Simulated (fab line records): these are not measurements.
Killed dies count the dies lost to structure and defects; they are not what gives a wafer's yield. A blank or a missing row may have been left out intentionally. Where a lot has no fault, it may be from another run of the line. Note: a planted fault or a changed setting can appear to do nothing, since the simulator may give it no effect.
A struck lot beside a sound one | flow nand_harc | 14 out of 1302 route steps
Sound: these wafers, L955.3, L955.4, L955.6. Wafers struck: L974.1, L974.3, L974.5. The cause is given at the end.
Each step with rows lists, per side, the tool, then ch with its chambers, then its first start. Under that, the readings that differ: sound wafers | struck wafers | difference of the means | sigmas: that difference in standard deviations of wafers without a fault.
alike: words and numbers the same on both sides, and readings whose means are apart by under 2 such deviations; not compared: readings that were withheld, readings missing a value for some wafer, numbers with overlapping values and no deviation given by the record, and bounds like >300 which may hide the same value.
A row with sigmas, a row that says differs or no value, or rows on one side alone: a step with any of these is where the two part. When numbers do not overlap yet have no deviation, they are printed without sigmas and do not part them. Lack of a reading on every wafer of one side parts them only where that side has two or more wafers.

NHARC_P_M0_CMP_23: polishes, t overpolish 20 s, target thk 117.54 nm.
  sound on cmp-03 ch 0,3, day 6 15:29; struck on cmp-03 ch 0,2, day 14 07:31
  alike: motor_current_A, time_to_endpoint_s
NHARC_P_M0_THK_MEAS_24: measures by xrf.
  struck on film_metro-02, day 14 07:47; sound on film_metro-02, day 6 15:49
  alike: thk_nm
next, for these wafers, 1 step has no rows: NHARC_P_M0_SRD_25.
NHARC_P_M0_INSPECT_27:
  struck on defect_inspect-01, day 14 07:57; sound on defect_inspect-01, day 6 15:58
  alike: raw_defect_count
NHARC_P_M0_PRE_CLEAN_31: time 12 s.
  sound on pecvd-02 ch 0,2, day 6 16:04; struck on pecvd-02 ch 0,1,2, day 14 08:02
  alike: heater_power_w, rf_fwd_power_W
NHARC_P_M0_DEP_32: deposits SiCN, target thk 30 nm.
  sound on pecvd-02 ch 0,2, day 6 16:17; struck on pecvd-02 ch 0,1,2, day 14 08:08
  reading            | sound             | struck            | difference | sigmas
  rf_fwd_power_W (W) | 450.0 452.0 452.4 | 447.2 448.2 448.6 | -3.5       | -3
  alike: heater_power_w
then, 5 steps without rows for these wafers: NHARC_P_M1_DEP_00 (deposits SiOC, target thk 182.5 nm); NHARC_P_M1_DEHYDRATE_01 (time 120 s); NHARC_P_M1_HMDS_02 (time 30 s); NHARC_P_M1_COAT_34 (time 65 s); NHARC_P_M1_COAT_03 (resist thk 90 nm).
NHARC_P_M1_SOFTBAKE_04: time 55 s.
  sound on litho_track-04 ch 0, day 6 17:00; struck on litho_track-01 ch 0, day 14 08:00
  reading                  | sound                | struck               | difference | sigmas
  heater_power_total_W (W) | 188.26 188.63 188.70 | 179.79 180.09 180.00 | -8.57      | -57
next, for these wafers, 1 step has no rows: NHARC_P_M1_EBR_05.
-- jump in the record: it breaks off in module P_M1 and resumes in module END (first step shown: number 1302 of the route), and 18 days separate the struck wafers' starts before and after --
NHARC_END_SORT_01:
  sound on prober-01 ch 0, day 24 22:45; struck on prober-01 ch 0, day 32 06:35
  reading             | sound    | struck | difference | sigmas
  killed_at_periphery | 11 10 10 | 5 5 3  | -6         | -2
  alike: defect_limited_yield, killed_at_array, killed_at_other, killed_dies, killed_open, killed_short, sort_bin_2_pct, sort_bin_3_pct, sort_bin_4_pct, sort_n_pass, sort_rim_yield_pct, sort_yield_pct

== WHERE THEY PART ==
Earliest at NHARC_P_M0_DEP_32; latest, in this record, at NHARC_END_SORT_01.

WHY: the cause the simulator had injected
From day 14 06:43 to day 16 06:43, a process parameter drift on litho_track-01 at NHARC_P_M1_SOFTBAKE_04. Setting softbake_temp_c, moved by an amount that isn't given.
